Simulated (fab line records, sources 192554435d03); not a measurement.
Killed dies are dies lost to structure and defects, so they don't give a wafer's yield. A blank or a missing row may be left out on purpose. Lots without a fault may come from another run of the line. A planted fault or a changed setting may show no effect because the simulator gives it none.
fab line records | flow n5_finfet
record lots=5 wafers=15 last_day=16
route steps=1938 shown BEOL_M15@1786
lots that met no fault: from a run of the same line without faults
start_h: hours from the record's first day to the start of the lot's first wafer shown | wait_h: hours since the lot's step before | " the same as in the row above | L1.1+2: a row that stands for several wafers | - no value, or no start given | * or withheld: withheld | < > ~ a bound
route shown NAME@n: a module of which the file shows steps, and the number in the route of the first | usual: mean/standard deviation of fault-free wafers | same: alike in all rows | chamber/n: place in a boat | sites: the reading at each site | _std_site: their standard deviation | _edge_site: outer sites' mean less inner sites' | radius_mm: how far each site lies from the wafer's centre | mask NAME#n: copy n | behind: the tool/chamber that last shaped the wafer | hold: why the lot was held/for how many hours/how that ended | device: the transistor (n, p or np) that didn't switch | end of line: the same wafers' tests at the end of the route | a step without rows: its recipe alone | killed: dies lost to structure and defects at the first sort, not the wafer's yield | map: a wafer's dies, x killed, . not, _ none there
set.NAME: the setting as run; set.NAME@STEP: as run at that earlier step | model.NAME: the simulator's own value behind a step, which no gauge read
lots at some steps of the route; a table a step, a row a wafer
services: from which hour (start_h, from the record's first day; less than 0 if before it) a tool's chamber was out of use, for how many hours, and why
## steps
# step N5_BEOL_M15_DESCUM_15
# recipe chemistry=O2 time_s=7.9 source_power_w=50 bias_power_w=20 pressure_mtorr=20 rf_frequency_hz=2.712e+07 temp_c=40 o2_flow_sccm=225
# step N5_BEOL_M15_ETCH_59
# recipe chemistry=N2/H2 target=BARC target_depth_a=890 overetch_a=267 time_s=67.9 ion_energy_ev=200 pressure_mtorr=30 source_w=840 bias_w=150 n2_flow_sccm=200 h2_flow_sccm=200
# step N5_BEOL_M15_VIA_ETCH_16
# recipe chemistry=C4F8/O2/Ar target=SiO2 he_inner_torr=15 he_outer_torr=30 target_depth_a=17922 time_s=withheld ion_energy_ev=800 pressure_mtorr=20 source_w=1905 bias_w=2040 Ar_flow_sccm=400 C4F8_flow_sccm=16 O2_flow_sccm=12 ends=cleared
# step N5_BEOL_M15_STRIP_63
# recipe chemistry=O2 power_w=600 temp_c=60 pressure_mtorr=30 rf_frequency_hz=6e+07 bias_power_w=0 overash_fraction=0.3 o2_flow_sccm=225
# step N5_BEOL_M15_STRIP_64
# recipe chemistry=O2 power_w=600 temp_c=60 pressure_mtorr=30 rf_frequency_hz=6e+07 bias_power_w=0 overash_fraction=0.3 o2_flow_sccm=225
# step N5_BEOL_M15_STRIP_65
# recipe chemistry=post_etch_residue_remover time_s=60 temp_c=25 remover_ph=withheld remover_water_wt_pct=withheld remover_fluoride_wt_pct=withheld
# step N5_BEOL_M15_SRD_66
# recipe time_s=30 temp_c=23 rinse_liquid=diw dry=n2_spin spin_rpm=1500 dry_time_s=30
# step N5_BEOL_M15_COAT_56
# recipe resist=SOC temp_c=250 time_s=60 spin_rpm=1500 resist_thk_nm=550
# step N5_BEOL_M15_ETCH_57
# recipe chemistry=N2/H2 target=SOC source_w=3000 bias_w=350 time_s=750 ion_energy_ev=200 pressure_mtorr=30 n2_flow_sccm=200 h2_flow_sccm=200
# step N5_BEOL_M15_COAT_60
# recipe resist=BARC temp_c=205 time_s=60 spin_rpm=1500 resist_thk_nm=89
# usual spin_speed_rpm=1500.1/0.96
# columns lot.wafer tool chamber start_h wait_h spin_speed_rpm model.BARC_of_BEOL_M15_COAT_60.thk_nm
L108.3 litho_track-01 0 311.70 0.3 1500.8 89
L108.5 " 0 " " 1500.9 89.2
L108.6 " 0 " " 1501.8 89
L114.1 litho_track-03 0 355.34 0.3 1498.5 89
L114.4 " 0 " " 1498.6 89.2
L114.6 " 0 " " 1500.2 89.2
L116.1 litho_track-01 0 355.60 0.3 1443.8 91
L116.3 " 0 " " 1441.9 91.6
L116.6 " 0 " " 1441.9 91.4
L118.1 litho_track-01 0 361.58 0.3 1442.7 90.6
L118.4 " 0 " " 1442.2 90.8
L118.6 " 0 " " 1444.3 90.6
L119.1 litho_track-01 0 371.00 0.3 1440.9 90.8
L119.3 " 0 " " 1441.6 90.8
L119.6 " 0 " " 1441.1 90.8
# step N5_BEOL_M15_COAT_22
# recipe spin_rpm=1704 resist_thk_nm=800
# step N5_BEOL_M15_EBR_24
# recipe solvent=PGMEA ebr_width_mm=1.5
# step N5_BEOL_M15_SOFTBAKE_23
# recipe temp_c=130 time_s=60
# step N5_BEOL_M15_EXPOSE_25
# recipe mask_id=M15 na=0.8 source_shape=annular sigma_inner=0.5 sigma_outer=0.8 polarization=unpolarized target_cd_nm=400 dose_mj=35.5
# step N5_BEOL_M15_PEB_26
# recipe peb_temp_c=130 peb_time_s=90
# step N5_BEOL_M15_DEVELOP_27
# recipe develop_time_s=45 rinse_liquid=diw dry=air_spin dev_temp_c=21
# step N5_BEOL_M15_HARDBAKE_32
# recipe temp_c=130 time_s=120
# step N5_BEOL_M15_DESCUM_33
# recipe chemistry=O2 time_s=7.9 source_power_w=50 bias_power_w=20 pressure_mtorr=20 rf_frequency_hz=2.712e+07 temp_c=40 o2_flow_sccm=225
# step N5_BEOL_M15_ETCH_61
# recipe chemistry=N2/H2 target=BARC target_depth_a=890 overetch_a=267 time_s=67.9 ion_energy_ev=200 pressure_mtorr=30 source_w=840 bias_w=150 n2_flow_sccm=200 h2_flow_sccm=200
# usual bias_w=150.0/0.45 drypump_motor_current_A=6.0/0.56 oes_product_au=0.66/0.052 rf_vpp_V=523.6/2.3 showerhead_plenum_p_Torr=2.53/0.078 throttle_valve_pct=17.84/0.23
# columns lot.wafer tool chamber start_h wait_h bias_w drypump_motor_current_A oes_product_au rf_hours_counter_h rf_vpp_V showerhead_plenum_p_Torr throttle_valve_pct model.etch.depth_nm
L108.3 rie_diel-01 3 312.42 0.0 150.0 6.3 0.61 221 524.5 2.49 17.47 88.92
L108.5 " 2 " " 150.2 6.8 0.63 - 521.0 2.46 17.72 89.22
L108.6 " 1 " " 149.8 6.3 0.72 - 524.7 2.55 17.96 89.09
L114.1 rie_diel-04 3 355.74 0.0 149.2 6.6 0.64 192 520.4 2.41 17.70 89.09
L114.4 " 1 " " 149.0 5.0 0.69 89 524.5 2.59 18.07 89.13
L114.6 " 3 " " 149.1 6.6 0.65 - 521.6 2.41 17.70 89.29
L116.1 rie_diel-02 2 355.99 0.0 150.2 6.2 0.71 69 528.5 2.67 17.68 91
L116.3 " 3 " " 149.9 6.0 0.59 228 523.8 2.49 18.25 91.51
L116.6 " 1 " " 150.5 5.4 0.62 - 522.7 2.52 17.93 91.43
L118.1 rie_diel-02 2 361.98 0.0 150.0 6.2 0.70 71 527.9 2.67 17.69 90.6
L118.4 " 1 " " 149.7 5.4 0.61 - 523.0 2.52 17.92 90.76
L118.6 " 2 " " 150.4 6.2 0.70 - 527.5 2.67 17.66 90.69
L119.1 rie_diel-01 2 371.40 0.0 149.9 6.8 0.63 179 520.2 2.45 17.75 90.81
L119.3 " 3 " " 149.6 6.3 0.61 237 522.1 2.48 17.50 90.72
L119.6 " 1 " " 150.0 6.4 0.70 - 523.8 2.55 17.98 90.82
# step N5_BEOL_M15_TRENCH_ETCH_34
# recipe chemistry=C4F8/O2/Ar target=SiO2 target_depth_a=8729.3 he_inner_torr=15 he_outer_torr=30 time_s=199 ion_energy_ev=800 pressure_mtorr=20 source_w=1905 bias_w=2040 Ar_flow_sccm=400 C4F8_flow_sccm=16 O2_flow_sccm=12
## services
# columns tool chamber start_h hours kind
rie_diel-04 1 310.45 4.1 repair
rie_diel-04 0 360.64 2.0 repair
rie_diel-02 0 361.79 5.2 repair
## key
first_sign step=N5_BEOL_M15_COAT_60 reading=spin_speed_rpm direction=down sigmas=60 usual=* struck=*
effect none on later readings
model_effect step=N5_BEOL_M15_COAT_60 value=BARC_of_BEOL_M15_COAT_60.thk_nm without=89.16 struck=90.93
model_effect step=N5_BEOL_M15_ETCH_61 value=etch.depth_nm without=89.14 struck=90.93
met_at N5_BEOL_M15_COAT_60
struck_wafers L116.1,L116.3,L116.6,L118.1,L118.4,L118.6,L119.1,L119.3,L119.6
baseline_loss step=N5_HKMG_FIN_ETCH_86 wafers=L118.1
onset_between 311.70 355.60
fault kind=process_parameter_drift tool=litho_track-01 chamber=- onset_h=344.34 steps=N5_BEOL_M15_COAT_60 channel=spin_rpm offset=* shape=step end_h=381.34 acts_in=* stated=*
# baseline_loss: these wafers lose ten dies or more at that step, a loss of the line's own and not of a fault; the sort's usual values leave them out
